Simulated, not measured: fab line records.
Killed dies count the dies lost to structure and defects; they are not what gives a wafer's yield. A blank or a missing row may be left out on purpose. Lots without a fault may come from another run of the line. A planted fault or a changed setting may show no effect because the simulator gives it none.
Chamber matching | flow n5Finfet | N5_BEOL_M3_DEP_57 on pecvd-02 has 3 sister chambers
The step deposits SiCN from 3MS/NH3, target thk 8 nm, time 14 s. 3 wafers are shown with their chamber, then 9 later ones without.

WAFERS PAIRED WITH THEIR CHAMBERS
wafer  | chamber | throttleValvePct (%)
L083.5 | 1       | 8.9
L086.4 | 2       | 8.7
L086.6 | 0       | 9.6

WAFERS WITH NO CHAMBER GIVEN
wafer  | throttleValvePct (%)
L089.2 | 8.8
L089.4 | 8.7
L089.6 | 8.7
L091.1 | 8.9
L091.3 | 8.5
L091.6 | 8.7
L096.2 | 8.5
L096.3 | 9.9
L096.5 | 9.6

WHICH CHAMBER EACH WENT THROUGH
wafer  | from the rows above     | in truth
L089.2 | can't be placed: 1 or 2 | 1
L089.4 | can't be placed: 2 or 1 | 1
L089.6 | can't be placed: 2 or 1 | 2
L091.1 | can't be placed: 1 or 2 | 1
L091.3 | can't be placed: 2 or 1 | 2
L091.6 | can't be placed: 2 or 1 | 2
L096.2 | can't be placed: 2 or 1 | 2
L096.3 | 0                       | 0
L096.5 | 0                       | 0
2 of 9 placed correctly. From these rows, 7 cannot be placed; in 7 the true chamber is one of the candidates. Placed wrongly: 0.
How it was worked out, from the rows above alone: a wafer's distance from a chamber is the root of the sum, over the readings, of the square of ((its reading less the chamber's mean) divided by the reading's scatter). If the next closest chamber is less than 2 further off than the closest, the wafer can't be placed; otherwise it belongs to the closest. Each chamber's mean is taken over the wafers shown for it. The scatter: root of mean squared gap, hidden wafer to nearest shown wafer, with one shown wafer a chamber.
